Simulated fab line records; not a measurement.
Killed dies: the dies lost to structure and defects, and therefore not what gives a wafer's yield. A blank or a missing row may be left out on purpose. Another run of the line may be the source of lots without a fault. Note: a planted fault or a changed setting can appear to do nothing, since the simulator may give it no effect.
fab line records ; flow nand_harc
[record] lots = 11; wafers = 33; last_day = 33
route steps=1302 shown A_CHANNEL_HOLE_D2@591 A_CHANNEL_FILL_D2@615
lots untouched by any fault: they come from a run of this same line in which no faults occurred
start_h: the number of hours between the record's first day and the start of the first shown wafer of the lot ; wait_h: time in hours since the lot's previous step ; " same as the row above ; L1.1+2: a single row standing in for several wafers ; - value missing, or start not given ; * or withheld: withheld ; < > ~ a bound
route shown NAME@n: NAME is a module with steps in the file, n the number in the route of the first one ; usual: the fault-free wafers' mean and standard deviation ; same: alike in all rows ; chamber/n: place in a boat ; sites: per-site readings ; _std_site: standard deviation of those values ; _edge_site: outer sites' mean less inner sites' ; radius_mm: how far each site lies from the wafer's centre ; mask NAME#n: copy n ; behind: tool/chamber where the wafer was last shaped ; hold: cause of the lot's hold/its duration in hours/its outcome ; device: transistor that didn't switch, given as n, p or np ; end of line: the route-end tests of the same wafers ; a step given without rows: its recipe and nothing more ; killed: the dies lost at the first sort to structure and to defects; this is not the yield of the wafer ; map: per-die view of a wafer (x killed, . not killed, _ where there is no die)
set.NAME: the setting that was run; set.NAME@STEP: the one run at that earlier step ; model.NAME: the simulator's own value behind a step, which no gauge read
a sample of lots followed through the steps of the route, with each step as a table and each wafer as a row
services: when a tool's chamber went out of use (start_h, in hours from the record's first day, below 0 if earlier), for how many hours, and the reason
[[steps]]
[step NHARC_A_CHANNEL_HOLE_D2_ETCH_19]
[recipe] bias_v = 1200; source_w = 2500; pressure_mtorr = 15; time_s = 34.5; ar_flow_sccm = 375; c4f8_flow_sccm = 28.8; o2_flow_sccm = 96.2; temp_c = -20; target_depth_a = *; chemistry = C4F8/O2/Ar
[usual] drypump_motor_current_A = 5.6/0.35; showerhead_plenum_p_Torr = 3.73/0.13; throttle_valve_pct = 37.038/0.0085
lot.wafer;tool;chamber;start_h;wait_h;drypump_motor_current_A;rf_hours_counter_h;showerhead_plenum_p_Torr;throttle_valve_pct
L665.1;har_etch-01;1;292.14;0.9;5.4;148;3.74;37.033
L665.5;har_etch-01;1;292.14;0.9;5.4;-;3.74;37.042
L665.6;har_etch-01;0;292.14;0.9;5.2;-;3.72;37.040
L668.4;har_etch-01;0;324.79;0.1;5.2;-;3.71;37.046
L668.3;har_etch-01;1;324.79;0.1;5.4;-;3.73;37.034
L668.5;har_etch-01;1;324.79;0.1;5.4;-;3.73;37.032
L671.2;har_etch-02;1;348.97;0.2;6.1;387;3.48;37.049
L671.3;har_etch-02;1;348.97;0.2;6.1;-;3.48;37.039
L671.5;har_etch-02;1;348.97;0.2;6.1;-;3.48;37.053
L675.3;har_etch-02;0;402.19;2.3;5.6;-;3.68;37.039
L675.5;har_etch-02;0;402.19;2.3;5.6;-;3.68;37.041
L675.6;har_etch-02;1;402.19;2.3;6.1;-;3.98;37.039
L676.3;har_etch-01;0;409.74;0.1;5.2;-;3.68;37.052
L676.4;har_etch-01;1;409.74;0.1;5.4;-;3.70;37.046
L676.5;har_etch-01;0;409.74;0.1;5.1;-;3.68;37.034
L677.2;har_etch-02;0;410.72;0.1;5.6;8;3.68;37.038
L677.6;har_etch-02;0;410.72;0.1;5.6;-;3.68;37.022
L677.5;har_etch-02;1;410.72;0.1;6.1;-;3.98;37.030
L678.3;har_etch-02;1;416.92;0.1;6.1;-;3.98;37.039
L678.6;har_etch-02;0;416.92;0.1;5.6;-;3.68;37.030
L678.5;har_etch-02;1;416.92;0.1;6.1;-;3.98;37.039
L682.3;har_etch-01;0;472.26;3.5;5.1;-;3.66;37.025
L682.4;har_etch-01;1;472.26;3.5;5.4;-;3.68;37.040
L682.5;har_etch-01;1;472.26;3.5;5.4;-;3.68;37.044
L687.2;har_etch-01;1;508.94;1.4;5.4;283;3.67;37.022
L687.3;har_etch-01;1;508.94;1.4;5.4;-;3.67;37.038
L687.4;har_etch-01;0;508.94;1.4;5.2;-;3.64;37.055
L686.2;har_etch-02;1;511.60;3.9;6.1;68;3.95;37.046
L686.4;har_etch-02;1;511.60;3.9;6.1;-;3.94;37.017
L686.5;har_etch-02;0;511.60;3.9;5.6;-;3.65;37.039
L688.2;har_etch-02;0;519.72;0.1;5.6;72;3.65;37.029
L688.3;har_etch-02;1;519.72;0.1;6.1;-;3.94;37.037
L688.6;har_etch-02;0;519.72;0.1;5.6;-;3.65;37.043
[step NHARC_A_CHANNEL_HOLE_D2_ETCH_24]
[recipe] bias_v = 5000; source_w = withheld; pressure_mtorr = 20; time_s = 906.2; ar_flow_sccm = 375; c4f8_flow_sccm = 93.8; o2_flow_sccm = 31.2; temp_c = -20; target_depth_a = 15000; chemistry = C4F8/O2/Ar
[usual] drypump_motor_current_A = 5.6/0.35; showerhead_plenum_p_Torr = 3.68/0.12; throttle_valve_pct = 32.236/0.009
lot.wafer;tool;chamber;start_h;wait_h;drypump_motor_current_A;rf_hours_counter_h;showerhead_plenum_p_Torr;throttle_valve_pct
L665.1;har_etch-01;1;294.28;0.6;5.4;151;3.69;32.218
L665.5;har_etch-01;1;294.28;0.6;5.4;-;3.69;32.231
L665.6;har_etch-01;0;294.28;0.6;5.2;-;3.67;32.230
L668.4;har_etch-01;0;327.15;0.6;5.1;-;3.66;32.227
L668.3;har_etch-01;1;327.15;0.6;5.4;-;3.68;32.219
L668.5;har_etch-01;1;327.15;0.6;5.4;-;3.68;32.227
L671.2;har_etch-02;1;351.20;0.6;6.1;389;3.44;32.228
L671.3;har_etch-02;1;351.20;0.6;6.1;-;3.44;32.242
L671.5;har_etch-02;1;351.20;0.6;6.1;-;3.44;32.225
L675.3;har_etch-02;0;404.54;0.6;5.6;-;3.64;32.239
L675.5;har_etch-02;0;404.54;0.6;5.6;-;3.64;32.230
L675.6;har_etch-02;1;404.54;0.6;6.1;-;3.92;32.243
L676.3;har_etch-01;0;412.07;0.6;5.2;-;3.63;32.238
L676.4;har_etch-01;1;412.07;0.6;5.4;-;3.65;32.220
L676.5;har_etch-01;0;412.07;0.6;5.2;-;3.63;32.244
L677.2;har_etch-02;0;412.84;0.6;5.6;10;3.64;32.238
L677.6;har_etch-02;0;412.84;0.6;5.6;-;3.64;32.221
L677.5;har_etch-02;1;412.84;0.6;6.1;-;3.92;32.251
L678.3;har_etch-02;1;419.37;0.6;6.1;-;3.92;32.239
L678.6;har_etch-02;0;419.37;0.6;5.6;-;3.63;32.232
L678.5;har_etch-02;1;419.37;0.6;6.1;-;3.92;32.237
L682.3;har_etch-01;0;474.61;0.6;5.2;-;3.61;32.235
L682.4;har_etch-01;1;474.61;0.6;5.4;-;3.63;32.228
L682.5;har_etch-01;1;474.61;0.6;5.5;-;3.63;32.254
L687.2;har_etch-01;1;511.08;0.6;5.4;285;3.62;32.234
L687.3;har_etch-01;1;511.08;0.6;5.4;-;3.62;32.252
L687.4;har_etch-01;0;511.08;0.6;5.2;-;3.60;32.238
L686.2;har_etch-02;1;513.72;0.6;6.1;71;3.89;32.224
L686.4;har_etch-02;1;513.72;0.6;6.1;-;3.89;32.224
L686.5;har_etch-02;0;513.72;0.6;5.7;-;3.60;32.234
L688.2;har_etch-02;0;521.96;0.6;5.7;75;3.60;32.236
L688.3;har_etch-02;1;521.96;0.6;6.1;-;3.89;32.229
L688.6;har_etch-02;0;521.96;0.6;5.6;-;3.60;32.245
[step NHARC_A_CHANNEL_HOLE_D2_ETCH_26]
[recipe] bias_v = 300; source_w = 2000; pressure_mtorr = 30; time_s = 224.1; ar_flow_sccm = 375; c4f8_flow_sccm = 11.4; o2_flow_sccm = 113.6; temp_c = -20; target_depth_a = 3000; chemistry = C4F8/O2/Ar
[usual] drypump_motor_current_A = 5.6/0.35; showerhead_plenum_p_Torr = 3.73/0.13; throttle_valve_pct = 24.585/0.0094
lot.wafer;tool;chamber;start_h;wait_h;drypump_motor_current_A;rf_hours_counter_h;showerhead_plenum_p_Torr;throttle_valve_pct
L665.1;har_etch-01;1;295.94;0.7;5.4;152;3.74;24.585
L665.5;har_etch-01;1;295.94;0.7;5.4;-;3.74;24.587
L665.6;har_etch-01;0;295.94;0.7;5.2;-;3.72;24.606
L668.4;har_etch-01;0;328.58;0.5;5.2;-;3.71;24.581
L668.3;har_etch-01;1;328.58;0.5;5.4;-;3.73;24.583
L668.5;har_etch-01;1;328.58;0.5;5.4;-;3.73;24.583
L671.2;har_etch-02;1;352.73;0.6;6.1;391;3.47;24.595
L671.3;har_etch-02;1;352.73;0.6;6.1;-;3.47;24.598
L671.5;har_etch-02;1;352.73;0.6;6.1;-;3.47;24.582
L675.3;har_etch-02;0;405.99;0.5;5.6;-;3.69;24.593
L675.5;har_etch-02;0;405.99;0.5;5.6;-;3.68;24.591
L675.6;har_etch-02;1;405.99;0.5;6.1;-;3.99;24.579
L676.3;har_etch-01;0;413.52;0.5;5.1;-;3.68;24.570
L676.4;har_etch-01;1;413.52;0.5;5.4;-;3.70;24.577
L676.5;har_etch-01;0;413.52;0.5;5.2;-;3.68;24.583
L677.2;har_etch-02;0;414.47;0.7;5.6;11;3.68;24.575
L677.6;har_etch-02;0;414.47;0.7;5.6;-;3.68;24.583
L677.5;har_etch-02;1;414.47;0.7;6.1;-;3.98;24.592
L678.3;har_etch-02;1;420.74;0.4;6.1;-;3.98;24.596
L678.6;har_etch-02;0;420.74;0.4;5.7;-;3.68;24.590
L678.5;har_etch-02;1;420.74;0.4;6.1;-;3.98;24.588
L682.3;har_etch-01;0;476.05;0.5;5.2;-;3.66;24.583
L682.4;har_etch-01;1;476.05;0.5;5.4;-;3.68;24.578
L682.5;har_etch-01;1;476.05;0.5;5.4;-;3.68;24.578
L687.2;har_etch-01;1;512.72;0.7;5.4;287;3.67;24.567
L687.3;har_etch-01;1;512.72;0.7;5.4;-;3.67;24.585
L687.4;har_etch-01;0;512.72;0.7;5.2;-;3.64;24.582
L686.2;har_etch-02;1;515.36;0.7;6.1;72;3.95;24.571
L686.4;har_etch-02;1;515.36;0.7;6.2;-;3.95;24.574
L686.5;har_etch-02;0;515.36;0.7;5.6;-;3.65;24.568
L688.2;har_etch-02;0;523.52;0.6;5.6;76;3.65;24.593
L688.3;har_etch-02;1;523.52;0.6;6.1;-;3.95;24.577
L688.6;har_etch-02;0;523.52;0.6;5.6;-;3.65;24.590
[step NHARC_A_CHANNEL_HOLE_D2_XSEM_32]
[recipe] landing_energy_ev = 35000
[usual] bot_cd_nm = 74.8/1.2; bow_nm = 8.61/0.26; tilt_deg = 0.07/0.041
lot.wafer;tool;chamber;start_h;wait_h;bot_cd_nm;bow_nm;tilt_deg
L665.1;xsem-01;0;297.77;0.1;75.2;8.74;0.00
L665.5;xsem-01;0;297.77;0.1;77.6;8.76;-0.01
L665.6;xsem-01;0;297.77;0.1;74.2;8.67;-0.01
L668.3;xsem-02;0;330.36;0.1;75.0;8.88;0.05
L668.4;xsem-02;0;330.36;0.1;73.9;8.89;0.05
L668.5;xsem-02;0;330.36;0.1;76.0;8.88;0.05
L671.2;xsem-01;0;354.52;0.1;73.8;8.68;0.06
L671.3;xsem-01;0;354.52;0.1;74.0;8.72;0.06
L671.5;xsem-01;0;354.52;0.1;73.9;8.73;0.06
L675.3;xsem-01;0;407.93;0.1;74.6;8.83;0.10
L675.5;xsem-01;0;407.93;0.1;74.0;8.78;0.10
L675.6;xsem-01;0;407.93;0.1;76.1;8.72;0.10
L676.3;xsem-02;0;415.46;0.1;76.4;8.62;0.11
L676.4;xsem-02;0;415.46;0.1;73.4;8.56;0.10
L676.5;xsem-02;0;415.46;0.1;76.7;8.57;0.10
L677.2;xsem-01;0;416.31;0.1;75.5;9.46;0.09
L677.5;xsem-01;0;416.31;0.1;73.7;9.40;0.08
L677.6;xsem-01;0;416.31;0.1;75.1;9.41;0.08
L678.3;xsem-01;0;422.48;0.1;75.8;9.72;0.08
L678.5;xsem-01;0;422.48;0.1;76.0;9.77;0.08
L678.6;xsem-01;0;422.48;0.1;74.4;9.74;0.08
L682.3;xsem-01;0;477.82;0.1;73.1;8.44;0.11
L682.4;xsem-01;0;477.82;0.1;76.3;8.48;0.11
L682.5;xsem-01;0;477.82;0.1;77.5;8.53;0.11
L687.2;xsem-02;0;514.57;0.1;74.4;8.76;0.01
L687.3;xsem-02;0;514.57;0.1;73.9;8.73;0.01
L687.4;xsem-02;0;514.57;0.1;74.3;8.73;0.01
L686.2;xsem-01;0;517.19;0.1;75.4;8.67;0.10
L686.4;xsem-01;0;517.19;0.1;75.8;8.78;0.10
L686.5;xsem-01;0;517.19;0.1;75.4;8.63;0.10
L688.2;xsem-01;0;525.32;0.1;74.5;8.55;0.05
L688.3;xsem-01;0;525.32;0.1;73.2;8.50;0.05
L688.6;xsem-01;0;525.32;0.1;74.0;8.59;0.05
[step NHARC_A_CHANNEL_FILL_D2_ALD_15]
[recipe] target_thk_a = 20; pulse_time_s = 60; ald_cycles = 19; temp_c = 630; pressure_torr = 2; material = SiNx
[usual] precursor_pulse_height_rel = 0.999/0.018; susceptor_temp_C = 630.0/0.32
lot.wafer;tool;chamber;start_h;wait_h;precursor_pulse_height_rel;susceptor_temp_C
L665.1;ald_sin_batch-03;0;-;-;0.992;629.9
L665.5;ald_sin_batch-03;0;-;-;1.001;630.0
L665.6;ald_sin_batch-03;0;-;-;0.997;630.2
L668.3;ald_sin_batch-03;0;-;-;1.018;-
L668.4;ald_sin_batch-03;0;-;-;0.999;-
L668.5;ald_sin_batch-03;0;-;-;0.994;-
L671.2;ald_sin_batch-02;0;-;-;1.014;630.0
L671.3;ald_sin_batch-02;0;-;-;1.001;630.2
L671.5;ald_sin_batch-02;0;-;-;0.964;630.0
L675.3;ald_sin_batch-01;0;-;-;0.985;630.1
L675.5;ald_sin_batch-01;0;-;-;1.004;630.1
L675.6;ald_sin_batch-01;0;-;-;0.985;630.2
L676.3;ald_sin_batch-02;0;-;-;0.986;-
L676.4;ald_sin_batch-02;0;-;-;1.001;-
L676.5;ald_sin_batch-02;0;-;-;1.027;-
L677.2;ald_sin_batch-02;0;-;-;0.981;-
L677.5;ald_sin_batch-02;0;-;-;0.970;-
L677.6;ald_sin_batch-02;0;-;-;0.969;-
L678.3;ald_sin_batch-03;0;-;-;1.003;630.2
L678.5;ald_sin_batch-03;0;-;-;1.022;630.5
L678.6;ald_sin_batch-03;0;-;-;0.999;630.3
L682.3;ald_sin_batch-02;0;-;-;1.006;630.4
L682.4;ald_sin_batch-02;0;-;-;1.023;630.1
L682.5;ald_sin_batch-02;0;-;-;1.008;630.6
L686.2;ald_sin_batch-03;0;-;-;1.003;630.0
L686.4;ald_sin_batch-03;0;-;-;1.020;630.1
L686.5;ald_sin_batch-03;0;-;-;0.985;629.9
L687.2;ald_sin_batch-03;0;-;-;1.034;630.0
L687.3;ald_sin_batch-03;0;-;-;1.009;630.1
L687.4;ald_sin_batch-03;0;-;-;1.043;629.9
L688.2;ald_sin_batch-01;0;-;-;1.005;630.2
L688.3;ald_sin_batch-01;0;-;-;1.019;630.3
L688.6;ald_sin_batch-01;0;-;-;0.993;629.8
[[services]]
tool;chamber;start_h;hours;kind
xsem-01;-;374.00;14.0;pm
har_etch-02;-;381.02;17.0;pm
har_etch-02;0;381.02;17.0;vent_cycle
har_etch-02;1;381.02;17.0;vent_cycle
har_etch-02;0;398.02;-;clean
har_etch-02;0;398.02;-;consumable_replace:focus_ring
har_etch-02;1;398.02;-;clean
har_etch-02;1;398.02;-;consumable_replace:focus_ring
har_etch-02;1;398.02;-;consumable_replace:showerhead
ald_sin_batch-02;-;407.55;7.9;repair
ald_sin_batch-01;-;495.41;2.9;repair
ald_sin_batch-01;-;506.00;26.0;pm
[[key]]
[first_sign] step = NHARC_A_CHANNEL_HOLE_D2_XSEM_32; reading = bow_nm; direction = up; sigmas = 3.7; usual = 8.61; struck = 9.58
effect none on later readings
met_at NHARC_A_CHANNEL_HOLE_D2_ETCH_24
struck_lots L677,L678
tester_left_out L677,L678
not_acting_at NHARC_A_CHANNEL_HOLE_D2_ETCH_19,NHARC_A_CHANNEL_HOLE_D2_ETCH_26,NHARC_A_CHANNEL_FILL_D2_ALD_15
onset_between 404.54 412.84
[fault] kind = process_parameter_drift; tool = har_etch-02; chamber = -; onset_h = 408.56; steps = NHARC_A_CHANNEL_HOLE_D2_ETCH_24; channel = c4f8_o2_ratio; offset = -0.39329; shape = step; end_h = 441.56; acts_in = these_recipes_only; stated = 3
// tester_left_out: of these lots the tester's yield and bins aren't shown, on N5 and GAA mostly nor the transistor test; their killed dies are dies lost to structure and defects alone, not to doping, threshold or leakage, so they don't give the yield
